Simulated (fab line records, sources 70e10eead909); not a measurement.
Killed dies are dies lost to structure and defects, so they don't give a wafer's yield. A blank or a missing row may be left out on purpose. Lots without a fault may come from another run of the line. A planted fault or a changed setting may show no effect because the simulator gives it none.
Chamber matching | flow nand_harc | NHARC_A_STAIRCASE_ETCH_444 on rie_diel-08: 4 sister chambers
The step etches the open film in C4F8/O2, target depth 20400 nm, time 6800 s. 18 wafers are shown with their chamber, then 9 later ones without.

WAFERS WITH THEIR CHAMBER
wafer  | chamber | rf_vpp_V (V) | oes_product_au (a.u.)
L074.1 | 3       | 798          | 0.936
L074.2 | 0       | 813          | 0.926
L074.5 | 0       | 810          | 0.918
L078.2 | 1       | 810          | 0.916
L078.1 | 0       | 812          | 0.928
L078.5 | 1       | 811          | 0.916
L081.3 | 2       | 810          | 0.946
L081.4 | 1       | 811          | 0.916
L081.6 | 3       | 799          | 0.931
L086.1 | 0       | 811          | 0.927
L086.2 | 1       | 809          | 0.923
L086.5 | 0       | 811          | 0.934
L090.2 | 1       | 808          | 0.973
L090.3 | 2       | 809          | 0.990
L090.5 | 2       | 811          | 0.997
L092.1 | 1       | 810          | 0.935
L092.5 | 1       | 810          | 0.924
L092.6 | 2       | 810          | 0.952

SIGNATURES (means of the wafers above)
reading        | chamber 0 | chamber 1 | chamber 2 | chamber 3 | scatter within a chamber
rf_vpp_V       | 811.40    | 809.86    | 810.00    | 798.50    | 1.02
oes_product_au | 0.92660   | 0.92900   | 0.97125   | 0.93350   | 0.0183
Rule: a wafer's distance from a chamber is the root of the sum, over the readings, of the square of ((its reading less the chamber's mean) divided by the reading's scatter). The wafer belongs to the nearest chamber; if the next one is less than 2 further off, it can't be placed. The scatter: the root of (the sum of the squares of (reading less its chamber's mean) over the shown wafers, divided by (wafers less chambers)).

WAFERS WITHOUT THEIR CHAMBER
wafer  | rf_vpp_V (V) | oes_product_au (a.u.)
L094.2 | 810          | 0.929
L094.4 | 809          | 0.925
L094.5 | 811          | 0.928
L096.1 | 815          | 0.942
L096.3 | 809          | 0.929
L096.6 | 815          | 0.933
L097.1 | 809          | 0.917
L097.2 | 816          | 0.936
L097.6 | 810          | 0.918

WHICH CHAMBER EACH WENT THROUGH
wafer  | from the rows above          | in truth
L094.2 | can't be placed: 1 or 0      | 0
L094.4 | can't be placed: 1 or 0 or 2 | 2
L094.5 | can't be placed: 0 or 1      | 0
L096.1 | can't be placed: 0 or 1 or 2 | 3
L096.3 | can't be placed: 1 or 0 or 2 | 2
L096.6 | can't be placed: 0 or 1 or 2 | 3
L097.1 | can't be placed: 1 or 0      | 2
L097.2 | can't be placed: 0 or 1 or 2 | 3
L097.6 | can't be placed: 1 or 0      | 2
Placed correctly: 0 of 9. Can't be placed from these rows: 9 (the true chamber is among the candidates in 4). Placed wrongly: 0.
